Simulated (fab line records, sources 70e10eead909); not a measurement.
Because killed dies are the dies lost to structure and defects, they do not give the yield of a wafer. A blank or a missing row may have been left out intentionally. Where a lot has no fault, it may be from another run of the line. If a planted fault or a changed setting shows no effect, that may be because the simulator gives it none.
Comparing a struck lot with a sound one || flow nand_harc || 15 out of 1302 route steps
Sound: these wafers, L489.1, L489.3, L489.5. Struck: wafer L500.4. (L500.2, L500.6 of the same lot were not struck and are left out.) The cause comes at the end.
For every step that has rows: the tool of each side, followed by ch and its chambers, followed by its first start. Under that, the readings that differ: sound wafers || struck wafers || difference of the means || sigmas: that difference in standard deviations of wafers without a fault.
alike: readings with means less than 2 such deviations apart, plus words and numbers identical on both sides. not compared: withheld readings, readings lacking a value on some wafer, bounds such as >300 that could conceal the same value, and numbers that have no deviation in the record and whose values overlap.
A row with sigmas, a row that says differs or no value, or rows on one side alone: a step with any of these is where the two part. Numbers that have no deviation but don't overlap get no sigmas and don't part them. A reading missing from all wafers of one side parts the sides only when that side holds two or more wafers.

first, 7 steps without rows for these wafers: NHARC_A_CONTACT_COAT_35 (time 65 s); NHARC_A_CONTACT_COAT_36 (resist thk 90 nm); NHARC_A_CONTACT_SOFTBAKE_37 (time 55 s); NHARC_A_CONTACT_EBR_38; NHARC_A_CONTACT_EXPOSE_39 (exposes mask A CC 3); NHARC_A_CONTACT_PEB_40 (peb time 65 s); NHARC_A_CONTACT_DEVELOP_41 (develop time 35 s).
NHARC_A_CONTACT_CD_MEAS_42: target cd 300 nm.
  sound on cd_sem-03 ch 0, day 22 03:31; struck on cd_sem-01 ch 0, day 27 05:49
  alike: cd_nm
NHARC_A_CONTACT_OVL_MEAS_43:
  sound: overlay-01 at day 22 03:37; struck: overlay-02 at day 27 05:54
  alike: overlay_x_nm, overlay_y_nm
NHARC_A_CONTACT_INSPECT_44:
  sound: defect_inspect-02 at day 22 03:38; struck: defect_inspect-01 at day 27 05:56
{"reading": "raw_defect_count", "sound": "13 15 11", "struck": 117, "difference": "+104", "sigmas": "+3"}
NHARC_A_CONTACT_DESCUM_47: chemistry O2, time 3 s.
  sound on rie_diel-04 ch 0,1, day 22 03:43; struck on rie_diel-11 ch 1, day 27 06:00
  alike: drypump_motor_current_A, oes_product_au, rf_vpp_V, showerhead_plenum_p_Torr, throttle_valve_pct
  not compared: rf_hours_counter_h
NHARC_A_CONTACT_ETCH_48: etches the open film in CF4, target depth 39 nm, time 65 s.
  sound on rie_diel-04 ch 0,2,3, day 22 03:47; struck on rie_diel-11 ch 1, day 27 06:05
  alike: cf4_flow_sccm, drypump_motor_current_A, oes_product_au, rf_vpp_V, showerhead_plenum_p_Torr, throttle_valve_pct
  not compared: rf_hours_counter_h
NHARC_A_CONTACT_ETCH_49: etches the open film in N2/H2, target depth 260 nm, time 475.3 s.
  sound on rie_diel-04 ch 0,1, day 22 03:53; struck on rie_diel-11 ch 0, day 27 06:14
{"reading": "oes_product_au (a.u.)", "sound": "0.993 0.975 0.986", "struck": 0.859, "difference": -0.126, "sigmas": -13}
  alike: drypump_motor_current_A, rf_vpp_V, showerhead_plenum_p_Torr, throttle_valve_pct
  not compared: rf_hours_counter_h
NHARC_A_CONTACT_ETCH_50: etches the open film in CF4/CHF3, target depth 121 nm, time 60.5 s.
  sound on rie_diel-04 ch 0,2,3; struck on rie_diel-11 ch 3
{"reading": "oes_product_au (a.u.)", "sound": "0.920 0.929 0.944", "struck": 0.977, "difference": "+0.046", "sigmas": "+2"}
  alike: cf4_flow_sccm, drypump_motor_current_A, rf_vpp_V, showerhead_plenum_p_Torr, throttle_valve_pct
  not compared: rf_hours_counter_h
-- break in the record here, with 3 days between the starts of the struck wafers on either side (left off in module A_CONTACT, picked up again in module END, where the first step shown is number 1302 on the route) --
NHARC_END_SORT_01:
  the record has rows for the struck wafers here (prober-02 ch 0, day 30 07:55) and none for the sound ones

== WHERE THEY PART ==
Earliest at NHARC_A_CONTACT_INSPECT_44; latest, in this record, at NHARC_END_SORT_01.

WHY: what had been put in by the simulator
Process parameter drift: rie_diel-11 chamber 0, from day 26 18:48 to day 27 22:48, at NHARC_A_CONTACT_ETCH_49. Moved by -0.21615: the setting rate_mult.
